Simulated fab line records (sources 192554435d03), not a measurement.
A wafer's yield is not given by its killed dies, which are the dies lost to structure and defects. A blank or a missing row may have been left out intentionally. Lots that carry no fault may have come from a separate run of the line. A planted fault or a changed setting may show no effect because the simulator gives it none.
A struck lot beside a sound one || flow n5Finfet || 39 out of 1938 route steps
Sound: the wafers L465.2, L465.3, L465.6. Struck: wafers L455.1, L455.4, L455.5. The cause is given at the end.
Each step with rows lists, per side, the tool, then ch with its chambers, then its first start. Under that, the readings that differ: sound wafers || struck wafers || difference of the means || sigmas: that difference in standard deviations of wafers without a fault.
alike: a reading whose means differ by less than 2 such deviations, as well as words and numbers matching on both sides. not compared: withheld readings; readings where some wafer has no value; bounds like >300 that might hide an equal value; numbers whose values overlap and for which the record gives no deviation.
Wherever a step has rows on one side only, a row that says differs or no value, or a row with sigmas, the two part there. When numbers do not overlap yet have no deviation, they are printed without sigmas and do not part them. A reading that every wafer of one side lacks parts them only if that side has two wafers or more.

first, 9 steps without rows for these wafers: N5_MOL_CONTACT_COAG_SPUTTER_130 (material Co, target thk 47.5 nm); N5_MOL_CONTACT_COAG_PRECLEAN_125 (cleans in DIW, time 57.5 s); N5_MOL_CONTACT_COAG_SRD_126 (dry time 32 s); N5_MOL_CONTACT_COAG_CMP_23 (polishes, stops on SiO2, t overpolish 1.5 s, target thk 0 nm); N5_MOL_CONTACT_COAG_WET_ETCH_26 (target Co, target depth 13 nm); N5_MOL_CONTACT_COAG_WET_ETCH_116 (etches the open film in SC1-inhibited, target depth 4.6 nm, rinse time 30 s); N5_MOL_CONTACT_COAG_ALD_27 (deposits SiOC, target thk 17 nm, pulse time 1.5 s, time 2720 s); N5_MOL_CONTACT_COAG_CMP_28 (polishes, stops on SiNx, t overpolish 0.85 s, target thk 14.522 nm); N5_MOL_CONTACT_COAG_ALD_123 (deposits SiNx, target thk 5 nm, pulse time 1 s, purge time 2 s).
N5_MOL_CONTACT_COAG_PECVD_31: deposits SiO2 from TEOS/O2, target thk 46 nm, time 8.9 s.
  sound on pecvd-04 ch 0,1,2, day 9 23:02; struck on pecvd-04 ch 0,1, day 7 10:23
{"reading": "chamberPressureTorr (Torr)", "sound": "6.493 6.503 6.518", "struck": "- - -", "difference": "no value on the struck wafers", "sigmas": ""}
  not compared: sinceWetCleanH
then, 25 steps without rows for these wafers: N5_MOL_CONTACT_COAG_COAT_75 (time 60 s, resist thk 60 nm); N5_MOL_CONTACT_COAG_COAT_76 (time 60 s, resist thk 10 nm); N5_MOL_CONTACT_COAG_COAT_77 (time 60 s, resist thk 10 nm); N5_MOL_CONTACT_COAG_COAT_78 (resist thk 40 nm); N5_MOL_CONTACT_COAG_EBR_80; N5_MOL_CONTACT_COAG_SOFTBAKE_79 (time 60 s); N5_MOL_CONTACT_COAG_EXPOSE_81 (exposes mask VG, defocus 0 nm); N5_MOL_CONTACT_COAG_PEB_82 (peb time 60 s); N5_MOL_CONTACT_COAG_DEVELOP_83 (develop time 30 s); N5_MOL_CONTACT_COAG_DESCUM_88 (chemistry O2, time 7 s); N5_MOL_CONTACT_COAG_ETCH_89 (etches underlayer in N2/H2, target depth 13 nm, time 10.4 s); N5_MOL_CONTACT_COAG_ETCH_90 (etches SiARC in CF4, target depth 13 nm, time 21.7 s); N5_MOL_CONTACT_COAG_ALD_131 (deposits SiO2, target thk 5 nm, pulse time 1 s, co reactant pulse time 1 s); N5_MOL_CONTACT_COAG_ETCHBACK_132 (etches SiO2 in CHF3, target depth 10 nm, time 6.7 s); N5_MOL_CONTACT_COAG_ETCH_91 (etches SOC in N2/H2, target depth 60 nm, overetch 21 nm, time 101.2 s); N5_MOL_CONTACT_COAG_STRIP_92 (strips in N2/H2); N5_MOL_CONTACT_COAG_STRIP_93 (strips in N2/H2); N5_MOL_CONTACT_COAG_ETCHBACK_135 (etches SiO2 in CHF3, target depth 25 nm, time 16.7 s); N5_MOL_CONTACT_COAG_STRIP_118 (strips in CHF3); N5_MOL_CONTACT_COAG_VIA_ETCH_46 (etches SiO2 in C4F6/O2, target depth 46 nm, overetch 9.2 nm, time 40 s); N5_MOL_CONTACT_COAG_STRIP_96 (strips in N2/H2); N5_MOL_CONTACT_COAG_ETCH_47 (etches SiNx in CH3F/O2, stops on W, target depth 27 nm); N5_MOL_CONTACT_COAG_STRIP_119 (strips in N2/H2, time 30 s); N5_MOL_CONTACT_COAG_PRECLEAN_144 (cleans in alkaline clean, time 60 s); N5_MOL_CONTACT_COAG_SRD_145 (time 30 s).
N5_MOL_CONTACT_COAG_CD_MEAS_137: the cd target is 16 nm.
  struck on cdSem-01, day 7 11:46; sound on cdSem-01, day 10 00:41
{"reading": "cdNm (nm)", "sound": "15.5 16.3 15.9", "struck": "- - -", "difference": "no value on the struck wafers", "sigmas": ""}
N5_MOL_CONTACT_COAG_INSPECT_42: inspects for defects (brightfield).
  struck on defectInspect-02, day 7 12:18; sound on defectInspect-01, day 10 01:05
{"reading": "rawDefectCount", "sound": "241 219 294", "struck": "1915 2064 1988", "difference": "+1738", "sigmas": "+36"}
N5_BEOL_M4_RC_MEAS_101:
  the record has rows for the sound wafers here (prober-02 ch 0, day 13 01:46) and none for the struck ones
-- record jumps: 7 days separate the struck wafers' starts on either side; left off in module BEOL_M4, taken up again in module PASSIVATION, whose first shown step is the route's number 1936 --
N5_PASSIVATION_PROBE_49:
  struck on prober-01, day 14 21:34; sound on prober-01, day 17 22:13
{"reading": "defectLimitedYield (%)", "sound": "91.9 92.2 92.2", "struck": "0 0 0", "difference": -92, "sigmas": -61}
{"reading": "killed_at_M0_to_M3", "sound": "35 30 36", "struck": "10 7 8", "difference": -25, "sigmas": -3}
{"reading": "killedAtContacts", "sound": "5 16 11", "struck": "1164 1163 1165", "difference": "+1153", "sigmas": "+99 or more"}
{"reading": "killedAtFrontEnd", "sound": "36 35 35", "struck": "4 7 7", "difference": -29, "sigmas": -3}
{"reading": "killedDies", "sound": "95 92 92", "struck": "1180 1180 1180", "difference": "+1087", "sigmas": "+60"}
{"reading": "killedOnRim", "sound": "15 7 12", "struck": "152 152 152", "difference": "+141", "sigmas": "+32"}
{"reading": "killedOpen", "sound": "67 67 59", "struck": "13 9 14", "difference": -52, "sigmas": -4}
{"reading": "killedShort", "sound": "28 16 32", "struck": "3 8 3", "difference": -21, "sigmas": -2}
{"reading": "sort_bin_5_function (%)", "sound": "4.9 3.9 4.4", "struck": "73.7 73.0 72.8", "difference": "+68.8", "sigmas": "+69"}
{"reading": "sortNPass", "sound": "1085 1088 1083", "struck": "0 0 0", "difference": -1085, "sigmas": -49}
  alike: killed_at_M4_up, killedAtOther, sort_bin_6_memory, sort_bin_8_speed

WHERE THEY PART
Earliest at N5_MOL_CONTACT_COAG_PECVD_31; latest, in this record, at N5_PASSIVATION_PROBE_49.

WHY: the cause the simulator had injected
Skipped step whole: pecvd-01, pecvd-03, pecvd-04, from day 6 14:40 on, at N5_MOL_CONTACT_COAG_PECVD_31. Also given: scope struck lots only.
